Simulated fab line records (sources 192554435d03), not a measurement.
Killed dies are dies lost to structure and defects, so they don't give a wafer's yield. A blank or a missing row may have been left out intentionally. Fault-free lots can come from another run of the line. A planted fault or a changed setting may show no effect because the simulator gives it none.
Which tool was responsible?	flow n5-finfet	11 lots, 33 wafers sampled, at 2 steps of a route of 1938

## WHAT THE GAUGES SHOWED, per wafer
N5_MIM_TOP_LITHO_OVL_MEAS_11.
lot	measured	on	MIM_TOP_OVL (nm)
L565	day 13 00:28	overlay-02	7 5 7
L566	day 13 00:38	overlay-02	-3 -6 3
L567	day 13 12:29	overlay-01	3 5 0
L569	day 13 14:19	overlay-02	3 -8 -1
L571	day 13 22:48	overlay-02	-4 -7 -9
L572	day 14 19:37	overlay-01	-12 -3 -9
L576	day 16 09:14	overlay-02	3 -6 0
L580	day 17 03:44	overlay-02	11 7 7
L583	day 18 00:42	overlay-02	1 -1 -3
L582	day 18 04:47	overlay-02	14 11 16
L584	day 18 11:55	overlay-02	-1 8 -1

## EACH LOT AND THE TOOL THAT RAN IT (in order: tool; ch and the chambers of the sampled wafers; start)
lot	N5_BEOL_M15_SPUTTER_45
L565	pvd-sputter-01, day 12 18:25
L566	pvd-sputter-03, day 12 19:13
L567	pvd-sputter-01, day 13 08:35
L569	pvd-sputter-01, day 13 08:59
L571	pvd-sputter-01, day 13 14:47
L572	pvd-sputter-02, day 14 11:05
L576	pvd-sputter-03, day 16 04:02
L580	pvd-sputter-02, day 16 21:27
L583	pvd-sputter-03, day 17 16:45
L582	pvd-sputter-02, day 18 00:17
L584	pvd-sputter-02, day 18 07:42
- N5_BEOL_M15_SPUTTER_45: material Cu, target thk 100 nm, time 16.67 s.

## THE ANSWER, worked out from the rows above alone
Rule: the usual values come from the lots themselves. The widest of any qualifying gaps counts: lots, ordered by their means at a reading, are off when they make up no more than a third of the lots, leave a main group of 4 or more, and stand apart from it by 3 or more times the standard deviation of that group's means. If all means in a main group match to the digits the tables above print for the reading, that group is not used. A lot without any number at a reading at which 4 lots or more have one is off too. The other lots that the step has rows for count as sound.
Nothing can be told from this: no lot is off at any reading shown.

## WHAT HAD BEEN PUT IN BY THE SIMULATOR
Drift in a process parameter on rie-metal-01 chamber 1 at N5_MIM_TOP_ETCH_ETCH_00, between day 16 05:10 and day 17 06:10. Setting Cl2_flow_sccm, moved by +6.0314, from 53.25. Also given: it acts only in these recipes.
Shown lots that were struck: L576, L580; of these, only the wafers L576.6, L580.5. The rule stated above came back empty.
